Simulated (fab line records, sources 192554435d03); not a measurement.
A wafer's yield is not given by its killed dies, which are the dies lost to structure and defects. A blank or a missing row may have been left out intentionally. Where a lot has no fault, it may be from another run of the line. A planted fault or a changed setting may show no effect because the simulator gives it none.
fab line records -- flow n5_finfet
[record] lots = 7, wafers = 39
route steps=1938 shown BEOL_M0_SAQP@695 BEOL_M3@977 BEOL_M5@1191 BEOL_M11@1575 BEOL_M14@1716 MIM_TOP_ETCH@1851 PASSIVATION@1930
start_h: hours from the record's first day to the start of the lot's first wafer shown -- wait_h: hours elapsed since this lot's preceding step -- " identical to the entry in the row above -- L1.1+2: one row covering several wafers at once -- - no value, or no start was given -- * or withheld: withheld -- < > ~ a bound
route shown NAME@n: a module of which the file shows steps, and the number in the route of the first -- usual: mean/standard deviation taken from wafers without a fault -- same: alike in all rows -- chamber/n: place in a boat -- sites: the reading at each site -- _std_site: their standard deviation -- _edge_site: outer sites' mean less inner sites' -- radius_mm: for every site, how far away it sits from the centre of the wafer -- mask NAME#n: copy n -- behind: the last tool/chamber to shape the wafer -- hold: what put the lot on hold/how long, in hours/how the hold closed -- device: names the non-switching transistor (n, p or np) -- end of line: the route-end tests of the same wafers -- step lacking rows: just its recipe -- killed: dies that structure and defects cost at the first sort, which is not the same as the wafer's yield -- map: a wafer's dies, marking killed ones x, the rest . and places with no die _
set.NAME: the setting that was run; set.NAME@STEP: the one run at that earlier step -- model.NAME: the simulator's own value behind a step, which no gauge read
lots run with intentionally changed settings; tables by step, rows by wafer
[[steps]]
[step N5_BEOL_M0_SAQP_CUT_ETCH_46]
[recipe] chemistry = N2/H2, target = SOC, target_depth_a = 1350, overetch_a = 270, temp_c = 40, time_s = 202.5, ion_energy_ev = 200, mask_material = SiARC, pressure_mtorr = 30, source_w = 840, bias_w = 150, n2_flow_sccm = 200, h2_flow_sccm = 200
lot.wafer,tool,chamber,start_h,wait_h,set.target_depth_a,model.SiARC_of_BEOL_M0_SAQP_COAT_72.thk_nm
L079.2+6,rie_diel-04,3,151.98,0.0,1350,4.8
L079.4,rie_diel-04,1,151.98,0.0,1350,5
L082.1+2+5,rie_diel-03,"2,0,0",160.09,0.0,1350,5.4
L082.3,rie_diel-03,1,160.09,0.0,1350,5.6
L082.4+6,rie_diel-03,3,160.09,0.0,1350,5.2
L084.1+3,rie_diel-04,"1,0",173.66,0.0,1350,5.2
L084.2+5+6,rie_diel-04,"2,3,2",173.66,0.0,1350,4.8
L084.4,rie_diel-04,3,173.66,0.0,1350,5
L089.1,rie_diel-04,3,205.71,0.0,852,7.6
L089.2+6,rie_diel-04,2,205.71,0.0,1350,5
L089.3,rie_diel-04,0,205.71,0.0,1350,5.2
L089.4+5,rie_diel-04,1,205.71,0.0,852,8.2
L090.1,rie_diel-03,1,213.43,0.0,1350,5.4
L090.2,rie_diel-03,3,213.43,0.0,1350,5
L090.3,rie_diel-03,0,213.43,0.0,1095,7
L090.4,rie_diel-03,2,213.43,0.0,1095,6.8
L090.5,rie_diel-03,0,213.43,0.0,1350,5.2
L090.6,rie_diel-03,3,213.43,0.0,1095,6.6
L096.1+2+5+6,rie_diel-03,"1,2,0,1",246.22,0.0,1350,5.4
L096.3+4,rie_diel-03,"0,3",246.22,0.0,1350,5.2
L097.1,rie_diel-04,0,250.80,0.0,1722,3
L097.2,rie_diel-04,1,250.80,0.0,1350,5.2
L097.3,rie_diel-04,2,250.80,0.0,1722,2.6
L097.4,rie_diel-04,3,250.80,0.0,1350,4.6
L097.5,rie_diel-04,3,250.80,0.0,1722,2.2
L097.6,rie_diel-04,2,250.80,0.0,1350,5
[step N5_BEOL_M3_VIA_ETCH_34]
[recipe] chemistry = C4F6/O2, target_depth_a = 694, mask_material = SOC, pressure_mtorr = 15, ion_energy_ev = 250, taper_deg = 4, time_s = 65.9, source_w = 350, bias_w = 170, Ar_flow_sccm = 300, C4F6_flow_sccm = 10, O2_flow_sccm = 10
lot.wafer,tool,chamber,start_h,wait_h,set.time_s,model.etch.depth_nm,model.SOC_of_BEOL_M3_COAT_67.thk_nm
L079.2,rie_diel-03,1,188.06,0.0,65.9,68.44,52.2
L079.4,rie_diel-03,2,188.06,0.0,65.9,67.58,52.2
L079.6,rie_diel-03,2,188.06,0.0,65.9,67.29,52
L082.1,rie_diel-04,1,195.30,0.0,65.9,67.99,52.4
L082.2,rie_diel-04,2,195.30,0.0,65.9,69.34,52.2
L082.3,rie_diel-04,0,195.30,0.0,65.9,68.41,52.4
L082.4,rie_diel-04,1,195.30,0.0,65.9,68.5,52.4
L082.5,rie_diel-04,2,195.30,0.0,65.9,70.09,52
L082.6,rie_diel-04,0,195.30,0.0,65.9,67.85,52.6
L084.1,rie_diel-03,1,212.33,0.0,47.5,48.66,54.4
L084.2,rie_diel-03,0,212.33,0.0,65.9,66.94,52.4
L084.3,rie_diel-03,3,212.33,0.0,65.9,68.98,52
L084.4,rie_diel-03,2,212.33,0.0,65.9,67.57,52.4
L084.5,rie_diel-03,2,212.33,0.0,47.5,48.02,54.4
L084.6,rie_diel-03,3,212.33,0.0,47.5,49.79,54.4
L089.1,rie_diel-02,1,242.27,0.0,98.29,106,48
L089.2,rie_diel-02,0,242.27,0.0,98.29,103,48.4
L089.3,rie_diel-02,3,242.27,0.0,65.9,70.1,52
L089.4,rie_diel-02,2,242.27,0.0,65.9,70.2,52
L089.5,rie_diel-02,2,242.27,0.0,98.29,104.8,48
L089.6,rie_diel-02,3,242.27,0.0,65.9,69.34,51.8
L090.1,rie_diel-04,0,250.24,0.0,65.9,68.19,52.2
L090.2,rie_diel-04,2,250.24,0.0,55.54,58.3,53.2
L090.3,rie_diel-04,3,250.24,0.0,55.54,60.83,53
L090.4,rie_diel-04,1,250.24,0.0,65.9,68.75,52
L090.5,rie_diel-04,3,250.24,0.0,65.9,72.35,51.6
L090.6,rie_diel-04,2,250.24,0.0,55.54,58.26,53.4
L096.1,rie_diel-03,0,291.40,0.0,65.9,67.87,52.2
L096.2,rie_diel-03,1,291.40,0.0,65.9,67.16,52.2
L096.3,rie_diel-03,2,291.40,0.0,65.9,66.66,52.2
L096.4,rie_diel-03,3,291.40,0.0,65.9,68.87,52
L096.5,rie_diel-03,2,291.40,0.0,65.9,66.73,52.2
L096.6,rie_diel-03,3,291.40,0.0,65.9,68.22,52.2
L097.1,rie_diel-04,1,293.74,0.0,97.84,101.4,48.2
L097.2,rie_diel-04,2,293.74,0.0,65.9,69.47,52.2
L097.3,rie_diel-04,0,293.74,0.0,65.9,68.01,52.4
L097.4,rie_diel-04,3,293.74,0.0,97.84,106.2,47.6
L097.5,rie_diel-04,0,293.74,0.0,97.84,100.4,48.6
L097.6,rie_diel-04,1,293.74,0.0,65.9,68.22,52.4
[step N5_BEOL_M5_DEP_56]
[recipe] material = SiCN, target_thk_a = 80, temp_c = withheld, precursor = 3MS/NH3, pressure_torr = 3, rf_w = 202, time_s = 14
lot.wafer,tool,chamber,start_h,wait_h,set.target_thk_a,model.SiCN_of_BEOL_M5_DEP_56.thk_nm
L079.2,pecvd-04,0,218.28,0.0,80,8.2
L079.4,pecvd-04,1,218.28,0.0,80,8.4
L079.6,pecvd-04,2,218.28,0.0,80,8
L082.1+3+4+6,pecvd-04,"1,0,2,0",234.54,0.0,80,8
L082.2,pecvd-04,2,234.54,0.0,80,7.8
L082.5,pecvd-04,1,234.54,0.0,80,8.2
L084.1+3,pecvd-02,"2,0",243.70,0.0,80,7.8
L084.2+5+6,pecvd-02,"1,2,1",243.70,0.0,33.28,3.4
L084.4,pecvd-02,0,243.70,0.0,80,8
L089.1+3,pecvd-03,"1,0",270.32,0.0,80,7.6
L089.2+6,pecvd-03,2,270.32,0.0,114.2,11.4
L089.4,pecvd-03,0,270.32,0.0,80,7.8
L089.5,pecvd-03,1,270.32,0.0,114.2,11.2
L090.1+2+4+5+6,pecvd-02,"1,0,1,0,2",277.99,0.0,80,8.2
L090.3,pecvd-02,2,277.99,0.0,80,8
L096.1+4,pecvd-04,"1,0",324.09,0.0,80,8
L096.2+5,pecvd-04,"0,2",324.09,0.0,107.6,10.8
L096.3,pecvd-04,2,324.09,0.0,107.6,10.6
L096.6,pecvd-04,1,324.09,0.0,80,8.2
L097.1,pecvd-03,0,328.60,0.0,80,7.8
L097.2,pecvd-03,1,328.60,0.0,52.06,5
L097.3+5,pecvd-03,2,328.60,0.0,52.06,5.2
L097.4+6,pecvd-03,"1,0",328.60,0.0,80,8
[step N5_BEOL_M11_VIA_ETCH_34]
[recipe] chemistry = C4F6/O2, target = SiCOH_lowk, target_depth_a = 1845, mask_material = SOC, taper_deg = 4, time_s = 69.2, ion_energy_ev = 250, pressure_mtorr = 30, source_w = 345, bias_w = 185, Ar_flow_sccm = 300, C4F6_flow_sccm = 10, O2_flow_sccm = 10
lot.wafer,tool,chamber,start_h,wait_h,set.time_s,model.etch.depth_nm,model.SOC_of_BEOL_M11_COAT_63.thk_nm
L079.2,rie_diel-04,2,265.94,0.0,69.2,186.1,92
L079.4,rie_diel-04,2,265.94,0.0,69.2,187.2,92
L079.6,rie_diel-04,3,265.94,0.0,69.2,192.2,92
L082.1,rie_diel-03,1,282.98,0.0,88.88,231.4,89.2
L082.2,rie_diel-03,2,282.98,0.0,69.2,178.5,92
L082.3,rie_diel-03,0,282.98,0.0,69.2,183.2,91.8
L082.4,rie_diel-03,3,282.98,0.0,88.88,236.9,89.2
L082.5,rie_diel-03,3,282.98,0.0,69.2,184.2,91.4
L082.6,rie_diel-03,2,282.98,0.0,88.88,231.2,89.6
L084.1,rie_diel-02,1,290.80,0.0,69.2,188.1,91.2
L084.2,rie_diel-02,2,290.80,0.0,40.86,109.8,94.4
L084.3,rie_diel-02,3,290.80,0.0,40.86,110.4,94.4
L084.4,rie_diel-02,0,290.80,0.0,69.2,183.5,91.6
L084.5,rie_diel-02,0,290.80,0.0,40.86,107.9,95
L084.6,rie_diel-02,1,290.80,0.0,69.2,187.1,91.4
L089.1,rie_diel-03,1,310.98,0.0,69.2,177.5,92.2
L089.2,rie_diel-03,0,310.98,0.0,28.3,72.73,97
L089.3,rie_diel-03,2,310.98,0.0,28.3,71.97,96.8
L089.4,rie_diel-03,3,310.98,0.0,28.3,75.05,96.8
L089.5,rie_diel-03,1,310.98,0.0,69.2,178.7,92.4
L089.6,rie_diel-03,0,310.98,0.0,69.2,180.7,92.6
L090.1,rie_diel-02,2,327.85,0.0,69.2,185,92.4
L090.2,rie_diel-02,1,327.85,0.0,69.2,184.8,92.2
L090.3,rie_diel-02,0,327.85,0.0,69.2,183.3,92.4
L090.4,rie_diel-02,3,327.85,0.0,69.2,184,92.2
L090.5,rie_diel-02,1,327.85,0.0,69.2,185.1,92.2
L090.6,rie_diel-02,2,327.85,0.0,69.2,185.2,92.4
L096.1,rie_diel-02,1,376.39,0.0,69.2,182.1,92.2
L096.2,rie_diel-02,3,376.39,0.0,69.2,180.3,91.8
L096.3,rie_diel-02,2,376.39,0.0,69.2,182.6,91.6
L096.4,rie_diel-02,0,376.39,0.0,69.2,181.5,92
L096.5,rie_diel-02,2,376.39,0.0,69.2,183.6,91.8
L096.6,rie_diel-02,1,376.39,0.0,69.2,182.9,91.8
L097.1,rie_diel-04,0,382.42,0.0,96.15,250.7,89
L097.2,rie_diel-04,3,382.42,0.0,69.2,190.3,91.4
L097.3,rie_diel-04,1,382.42,0.0,96.15,250.4,88.8
L097.4,rie_diel-04,2,382.42,0.0,69.2,183.6,91.8
L097.5,rie_diel-04,2,382.42,0.0,69.2,182.6,92
L097.6,rie_diel-04,1,382.42,0.0,96.15,250.8,88.8
[step N5_BEOL_M14_ILD_DEP_00]
[recipe] material = SiO2, target_thk_a = 11193, temp_c = 400, precursor = TEOS/O2, pressure_torr = 6.5, rf_w = 900, teos_flow_sccm = 161.4, gas = O2, flow_sccm = 2650, time_s = 237.4
lot.wafer,tool,chamber,start_h,wait_h,set.time_s,model.SiO2_of_BEOL_M14_ILD_DEP_00.thk_nm
L079.2,pecvd-01,2,278.22,0.0,237.4,1100
L079.4,pecvd-01,0,278.22,0.0,237.4,1105
L079.6,pecvd-01,1,278.22,0.0,237.4,1148
L082.1,pecvd-03,0,295.89,0.0,315.9,1461
L082.2,pecvd-03,1,295.89,0.0,315.9,1479
L082.3,pecvd-03,2,295.89,0.0,237.4,1114
L082.4,pecvd-03,1,295.89,0.0,315.9,1496
L082.5,pecvd-03,0,295.89,0.0,237.4,1127
L082.6,pecvd-03,2,295.89,0.0,237.4,1123
L084.1,pecvd-01,0,307.47,0.0,159.2,738.2
L084.2,pecvd-01,2,307.47,0.0,159.2,731
L084.3,pecvd-01,1,307.47,0.0,159.2,760.2
L084.4,pecvd-01,1,307.47,0.0,237.4,1129
L084.5,pecvd-01,0,307.47,0.0,237.4,1115
L084.6,pecvd-01,2,307.47,0.0,237.4,1116
L089.1,pecvd-01,1,326.01,0.0,237.4,1119
L089.2,pecvd-01,2,326.01,0.0,237.4,1101
L089.3,pecvd-01,0,326.01,0.0,237.4,1093
L089.4,pecvd-01,0,326.01,0.0,95.09,438.4
L089.5,pecvd-01,1,326.01,0.0,95.09,457.8
L089.6,pecvd-01,2,326.01,0.0,95.09,446.2
L090.1,pecvd-03,0,350.03,0.0,237.4,1088
L090.2,pecvd-03,1,350.03,0.0,158.1,728
L090.3,pecvd-03,2,350.03,0.0,237.4,1102
L090.4,pecvd-03,1,350.03,0.0,237.4,1125
L090.5,pecvd-03,0,350.03,0.0,158.1,731
L090.6,pecvd-03,2,350.03,0.0,158.1,741
L096.1,pecvd-01,0,389.27,0.0,237.4,1087
L096.2,pecvd-01,1,389.27,0.0,237.4,1117
L096.3,pecvd-01,2,389.27,0.0,122.1,572.4
L096.4,pecvd-01,1,389.27,0.0,237.4,1138
L096.5,pecvd-01,0,389.27,0.0,122.1,561
L096.6,pecvd-01,2,389.27,0.0,122.1,581.6
L097.1,pecvd-04,0,405.09,0.0,187.7,889
L097.2,pecvd-04,1,405.09,0.0,187.7,894.4
L097.3,pecvd-04,2,405.09,0.0,237.4,1125
L097.4,pecvd-04,2,405.09,0.0,237.4,1141
L097.5,pecvd-04,1,405.09,0.0,237.4,1149
L097.6,pecvd-04,0,405.09,0.0,187.7,902.6
[step N5_BEOL_M14_THK_MEAS_01]
[recipe] reads = SiO2_of_BEOL_M14_ILD_DEP_00
[usual] M14_ILD_THK = 1118/17
lot.wafer,tool,chamber,start_h,wait_h,set.time_s@BEOL_M14_ILD_DEP_00,M14_ILD_THK[nm]
L079.2,film_metro-01,-,278.41,0.1,237.4,1100
L079.4,film_metro-01,-,278.41,0.1,237.4,1105
L079.6,film_metro-01,-,278.41,0.1,237.4,1148
L082.1,film_metro-02,-,296.08,0.1,315.9,1462
L082.2,film_metro-02,-,296.08,0.1,315.9,1478
L082.3,film_metro-02,-,296.08,0.1,237.4,1114
L082.4,film_metro-02,-,296.08,0.1,315.9,1496
L082.5,film_metro-02,-,296.08,0.1,237.4,1127
L082.6,film_metro-02,-,296.08,0.1,237.4,1124
L084.1,film_metro-01,-,307.66,0.1,159.2,738
L084.2,film_metro-01,-,307.66,0.1,159.2,730
L084.3,film_metro-01,-,307.66,0.1,159.2,761
L084.4,film_metro-01,-,307.66,0.1,237.4,1129
L084.5,film_metro-01,-,307.66,0.1,237.4,1113
L084.6,film_metro-01,-,307.66,0.1,237.4,1116
L089.1,film_metro-02,-,326.20,0.1,237.4,1119
L089.2,film_metro-02,-,326.20,0.1,237.4,1101
L089.3,film_metro-02,-,326.20,0.1,237.4,1093
L089.4,film_metro-02,-,326.20,0.1,95.09,439
L089.5,film_metro-02,-,326.20,0.1,95.09,458
L089.6,film_metro-02,-,326.20,0.1,95.09,446
L090.1,film_metro-01,-,350.22,0.1,237.4,1088
L090.2,film_metro-01,-,350.22,0.1,158.1,728
L090.3,film_metro-01,-,350.22,0.1,237.4,1103
L090.4,film_metro-01,-,350.22,0.1,237.4,1126
L090.5,film_metro-01,-,350.22,0.1,158.1,731
L090.6,film_metro-01,-,350.22,0.1,158.1,741
L096.1,film_metro-01,-,389.46,0.1,237.4,1087
L096.2,film_metro-01,-,389.46,0.1,237.4,1116
L096.3,film_metro-01,-,389.46,0.1,122.1,573
L096.4,film_metro-01,-,389.46,0.1,237.4,1139
L096.5,film_metro-01,-,389.46,0.1,122.1,561
L096.6,film_metro-01,-,389.46,0.1,122.1,581
L097.1,film_metro-01,-,405.29,0.1,187.7,890
L097.2,film_metro-01,-,405.29,0.1,187.7,895
L097.3,film_metro-01,-,405.29,0.1,237.4,1125
L097.4,film_metro-01,-,405.29,0.1,237.4,1141
L097.5,film_metro-01,-,405.29,0.1,237.4,1149
L097.6,film_metro-01,-,405.29,0.1,187.7,903
[step N5_BEOL_M14_COAT_58]
[recipe] resist = BARC, temp_c = 205, time_s = 60, spin_rpm = 1500, resist_thk_nm = 89
[step N5_BEOL_M14_COAT_04]
[recipe] spin_rpm = 1704, resist_thk_nm = 800
[step N5_BEOL_M14_DESCUM_15]
[recipe] chemistry = O2, time_s = 7.9, source_power_w = 50, bias_power_w = 20, pressure_mtorr = 20, rf_frequency_hz = 2.712e+07, temp_c = 40, o2_flow_sccm = 225
[step N5_BEOL_M14_ETCH_59]
[recipe] chemistry = N2/H2, target = BARC, target_depth_a = 890, overetch_a = 267, time_s = 67.9, ion_energy_ev = 200, pressure_mtorr = 30, source_w = 840, bias_w = 150, n2_flow_sccm = 200, h2_flow_sccm = 200
[step N5_BEOL_M14_VIA_ETCH_16]
[recipe] chemistry = C4F8/O2/Ar, target = SiO2, he_inner_torr = 15, he_outer_torr = 30, target_depth_a = 12313, time_s = withheld, ion_energy_ev = 800, pressure_mtorr = 20, source_w = 1905, bias_w = 2040, Ar_flow_sccm = 400, C4F8_flow_sccm = 16, O2_flow_sccm = 12, ends = cleared
lot.wafer,tool,chamber,start_h,wait_h,set.time_s@BEOL_M14_ILD_DEP_00,model.etch.depth_nm,model.coat_of_BEOL_M14_COAT_04.thk_nm
L079.2,rie_diel-05,1,278.90,0.0,*,1100,452.4
L079.4,rie_diel-05,3,278.90,0.0,*,1105,462
L079.6,rie_diel-05,2,278.90,0.0,*,1148,444.8
L082.1,rie_diel-01,0,297.05,0.0,*,1461,369
L082.2,rie_diel-01,2,297.05,0.0,*,1479,366.6
L082.3,rie_diel-01,3,297.05,0.0,*,1114,455.6
L082.4,rie_diel-01,1,297.05,0.0,*,1496,373.4
L082.5,rie_diel-01,2,297.05,0.0,*,1127,447.2
L082.6,rie_diel-01,3,297.05,0.0,*,1123,453.6
L084.1,rie_diel-01,3,308.14,0.0,*,738.1,544.4
L084.2,rie_diel-01,2,308.14,0.0,*,731,542.4
L084.3,rie_diel-01,1,308.14,0.0,*,760.2,545.2
L084.4,rie_diel-01,0,308.14,0.0,*,1129,450.4
L084.5,rie_diel-01,1,308.14,0.0,*,1115,462.2
L084.6,rie_diel-01,0,308.14,0.0,*,1116,452.6
L089.1,rie_diel-06,0,326.68,0.0,*,1119,454.6
L089.2,rie_diel-06,2,326.68,0.0,*,1101,450.8
L089.3,rie_diel-06,1,326.68,0.0,*,1093,454.4
L089.4,rie_diel-06,3,326.68,0.0,*,438.5,613
L089.5,rie_diel-06,0,326.68,0.0,*,457.7,608.4
L089.6,rie_diel-06,3,326.68,0.0,*,446.1,610.8
L090.1,rie_diel-06,3,350.70,0.0,*,1088,454.8
L090.2,rie_diel-06,1,350.70,0.0,*,728.1,542.4
L090.3,rie_diel-06,2,350.70,0.0,*,1102,455.2
L090.4,rie_diel-06,0,350.70,0.0,*,1125,450.4
L090.5,rie_diel-06,0,350.70,0.0,*,731,547.2
L090.6,rie_diel-06,1,350.70,0.0,*,741.1,537.4
L096.1,rie_diel-06,2,390.07,0.0,*,1087,459.4
L096.2,rie_diel-06,0,390.07,0.0,*,1117,457
L096.3,rie_diel-06,1,390.07,0.0,*,572.5,581.8
L096.4,rie_diel-06,3,390.07,0.0,*,1138,447.2
L096.5,rie_diel-06,2,390.07,0.0,*,560.9,585.2
L096.6,rie_diel-06,1,390.07,0.0,*,581.6,578.2
L097.1,rie_diel-01,2,405.77,0.0,*,888.9,505.2
L097.2,rie_diel-01,1,405.77,0.0,*,894.4,511
L097.3,rie_diel-01,0,405.77,0.0,*,1125,452.8
L097.4,rie_diel-01,3,405.77,0.0,*,1141,449.6
L097.5,rie_diel-01,0,405.77,0.0,*,1149,446
L097.6,rie_diel-01,1,405.77,0.0,*,902.7,511.8
[step N5_MIM_TOP_ETCH_ETCH_00]
[recipe] chemistry = Cl2/BCl3, target = TiN, target_depth_a = 385, ion_energy_ev = 150, pressure_mtorr = 10, icp_w = 1000, bias_w = 126, Cl2_flow_sccm = 53.25, bcl3_flow_sccm = 21.75, Ar_flow_sccm = 25
lot.wafer,tool,chamber,start_h,wait_h,set.target_depth_a,model.MIM_TOP_ETCH.feature_depth_nm,model.etch.depth_nm
L079.2,rie_metal-02,0,293.18,0.1,385,39.2,39.11
L079.4,rie_metal-02,1,293.18,0.1,385,39.6,39.55
L079.6,rie_metal-02,1,293.18,0.1,385,39.2,39.18
L082.1,rie_metal-03,0,315.85,0.1,511,53.2,53.27
L082.2,rie_metal-03,1,315.85,0.1,511,51.2,51.1
L082.3,rie_metal-03,0,315.85,0.1,385,40.2,40.27
L082.4,rie_metal-03,1,315.85,0.1,385,38.6,38.57
L082.5,rie_metal-03,0,315.85,0.1,385,40.2,40.26
L082.6,rie_metal-03,1,315.85,0.1,511,51.2,51.23
L084.1,rie_metal-03,0,328.91,0.1,385,39.8,39.74
L084.2,rie_metal-03,1,328.91,0.1,385,38.6,38.61
L084.3,rie_metal-03,1,328.91,0.1,184.1,18.4,18.33
L084.4,rie_metal-03,0,328.91,0.1,184.1,19.2,19.12
L084.5,rie_metal-03,1,328.91,0.1,385,38.6,38.7
L084.6,rie_metal-03,0,328.91,0.1,184.1,19,19.02
L089.1+2,rie_metal-02,"1,0",352.63,0.1,528.8,53.8,53.9
L089.3,rie_metal-02,1,352.63,0.1,385,39.4,39.34
L089.4,rie_metal-02,0,352.63,0.1,528.8,54.2,54.12
L089.5,rie_metal-02,0,352.63,0.1,385,39.6,39.53
L089.6,rie_metal-02,1,352.63,0.1,385,39.4,39.39
L090.1,rie_metal-01,1,366.86,0.1,181,18.6,18.54
L090.2,rie_metal-01,0,366.86,0.1,181,18,17.91
L090.3,rie_metal-01,0,366.86,0.1,385,38.2,38.13
L090.4,rie_metal-01,1,366.86,0.1,181,18.6,18.51
L090.5,rie_metal-01,1,366.86,0.1,385,39.2,39.24
L090.6,rie_metal-01,0,366.86,0.1,385,38,38.07
L096.1,rie_metal-01,1,407.35,0.1,239.5,24,24.08
L096.2,rie_metal-01,1,407.35,0.1,239.5,24.6,24.51
L096.3,rie_metal-01,1,407.35,0.1,239.5,24.4,24.47
L096.4,rie_metal-01,1,407.35,0.1,385,39.2,39.26
L096.5,rie_metal-01,1,407.35,0.1,385,39.4,39.33
L096.6,rie_metal-01,1,407.35,0.1,385,38.8,38.76
L097.1,rie_metal-03,1,420.20,0.1,385,38.4,38.42
L097.2,rie_metal-03,0,420.20,0.1,385,39.4,39.36
L097.3,rie_metal-03,0,420.20,0.1,469.7,48.4,48.4
L097.4,rie_metal-03,1,420.20,0.1,469.7,46.4,46.43
L097.5,rie_metal-03,1,420.20,0.1,385,38.4,38.44
L097.6,rie_metal-03,0,420.20,0.1,469.7,48,48.08
[step N5_PASSIVATION_ETCH_54]
[recipe] chemistry = CHF3/O2, target = SiO2, target_depth_a = 8800, CHF3_flow_sccm = 50, O2_flow_sccm = 5, Ar_flow_sccm = 200, time_s = 440, mask_material = PR, pressure_mtorr = 30, source_w = 650, bias_w = 170, ion_energy_ev = 200
lot.wafer,tool,chamber,start_h,wait_h,set.time_s,model.etch.depth_nm,model.PASSIVATION.feature_depth_nm
L079.2,rie_diel-06,0,300.62,0.1,440,851.4,851.4
L079.4,rie_diel-06,0,300.62,0.1,440,847.3,847.2
L079.6,rie_diel-06,3,300.62,0.1,440,881.7,881.8
L082.1,rie_diel-01,2,322.59,0.1,440,896.5,896.6
L082.2,rie_diel-01,3,322.59,0.1,289.7,586.6,586.6
L082.3,rie_diel-01,0,322.59,0.1,440,857.7,857.6
L082.4,rie_diel-01,3,322.59,0.1,289.7,583.6,583.6
L082.5,rie_diel-01,2,322.59,0.1,440,895.8,895.8
L082.6,rie_diel-01,0,322.59,0.1,289.7,567.9,568
L084.1,rie_diel-06,2,335.54,0.1,316.2,635.3,635.2
L084.2,rie_diel-06,3,335.54,0.1,316.2,619.6,619.6
L084.3,rie_diel-06,0,335.54,0.1,440,838.3,838.2
L084.4,rie_diel-06,1,335.54,0.1,440,887,887
L084.5,rie_diel-06,0,335.54,0.1,440,837.5,837.6
L084.6,rie_diel-06,3,335.54,0.1,316.2,621.6,621.6
L089.1,rie_diel-05,0,358.64,0.1,677.3,1329,1329
L089.2,rie_diel-05,2,358.64,0.1,677.3,1357,1357
L089.3,rie_diel-05,1,358.64,0.1,440,898.2,898.2
L089.4,rie_diel-05,3,358.64,0.1,440,876,876
L089.5,rie_diel-05,3,358.64,0.1,440,885.3,885.2
L089.6,rie_diel-05,0,358.64,0.1,677.3,1334,1334
L090.1,rie_diel-05,2,373.79,0.1,615.1,1227,1227
L090.2,rie_diel-05,1,373.79,0.1,440,899.7,899.6
L090.3,rie_diel-05,0,373.79,0.1,440,857.6,857.6
L090.4,rie_diel-05,0,373.79,0.1,615.1,1208,1208
L090.5,rie_diel-05,2,373.79,0.1,440,879.1,879
L090.6,rie_diel-05,1,373.79,0.1,615.1,1251,1251
L096.1,rie_diel-05,0,415.08,0.1,440,866.1,866.2
L096.2,rie_diel-05,3,415.08,0.1,440,879.5,879.6
L096.3,rie_diel-05,2,415.08,0.1,523.4,1042,1042
L096.4,rie_diel-05,1,415.08,0.1,523.4,1068,1068
L096.5,rie_diel-05,0,415.08,0.1,523.4,1029,1029
L096.6,rie_diel-05,3,415.08,0.1,440,880.4,880.4
L097.1,rie_diel-01,3,427.15,0.1,440,896.2,896.2
L097.2,rie_diel-01,2,427.15,0.1,666,1359,1359
L097.3,rie_diel-01,1,427.15,0.1,666,1332,1332
L097.4,rie_diel-01,0,427.15,0.1,440,869.5,869.6
L097.5,rie_diel-01,3,427.15,0.1,440,889.3,889.4
L097.6,rie_diel-01,2,427.15,0.1,666,1358,1358
[[key]]
[split] step = N5_BEOL_M0_SAQP_CUT_ETCH_46, setting = target_depth_a, stated = 1350, by = wafer
[response] step = N5_BEOL_M0_SAQP_CUT_ETCH_46, reading = model.SiARC_of_BEOL_M0_SAQP_COAT_72.thk_nm, change = -0.0818, per = 1%, r = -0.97
[split] step = N5_BEOL_M3_VIA_ETCH_34, setting = time_s, stated = 65.9, by = wafer
[response] step = N5_BEOL_M3_VIA_ETCH_34, reading = model.etch.depth_nm, change = +0.701, per = 1%, r = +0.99
[response] step = N5_BEOL_M3_VIA_ETCH_34, reading = model.SOC_of_BEOL_M3_COAT_67.thk_nm, change = -0.0811, per = 1%, r = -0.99
[split] step = N5_BEOL_M5_DEP_56, setting = target_thk_a, stated = 80, by = wafer
[response] step = N5_BEOL_M5_DEP_56, reading = model.SiCN_of_BEOL_M5_DEP_56.thk_nm, change = +0.0794, per = 1%, r = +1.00
[split] step = N5_BEOL_M11_VIA_ETCH_34, setting = time_s, stated = 69.2, by = wafer
[response] step = N5_BEOL_M11_VIA_ETCH_34, reading = model.etch.depth_nm, change = +1.79, per = 1%, r = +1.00
[response] step = N5_BEOL_M11_VIA_ETCH_34, reading = model.SOC_of_BEOL_M11_COAT_63.thk_nm, change = -0.0767, per = 1%, r = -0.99
[split] step = N5_BEOL_M14_ILD_DEP_00, setting = time_s, stated = 237.4, by = wafer
[response] step = N5_BEOL_M14_ILD_DEP_00, reading = model.SiO2_of_BEOL_M14_ILD_DEP_00.thk_nm, change = +11.1, per = 1%, r = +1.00
[response] step = N5_BEOL_M14_THK_MEAS_01, reading = M14_ILD_THK, change = +11.1, per = 1%, r = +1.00
[response] step = N5_BEOL_M14_VIA_ETCH_16, reading = model.etch.depth_nm, change = +11.1, per = 1%, r = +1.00
[response] step = N5_BEOL_M14_VIA_ETCH_16, reading = model.coat_of_BEOL_M14_COAT_04.thk_nm, change = -2.63, per = 1%, r = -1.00
[split] step = N5_MIM_TOP_ETCH_ETCH_00, setting = target_depth_a, stated = 385, by = wafer
[response] step = N5_MIM_TOP_ETCH_ETCH_00, reading = model.MIM_TOP_ETCH.feature_depth_nm, change = +0.384, per = 1%, r = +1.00
[response] step = N5_MIM_TOP_ETCH_ETCH_00, reading = model.etch.depth_nm, change = +0.385, per = 1%, r = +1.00
[split] step = N5_PASSIVATION_ETCH_54, setting = time_s, stated = 440, by = wafer
[response] step = N5_PASSIVATION_ETCH_54, reading = model.etch.depth_nm, change = +8.71, per = 1%, r = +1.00
[response] step = N5_PASSIVATION_ETCH_54, reading = model.PASSIVATION.feature_depth_nm, change = +8.71, per = 1%, r = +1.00
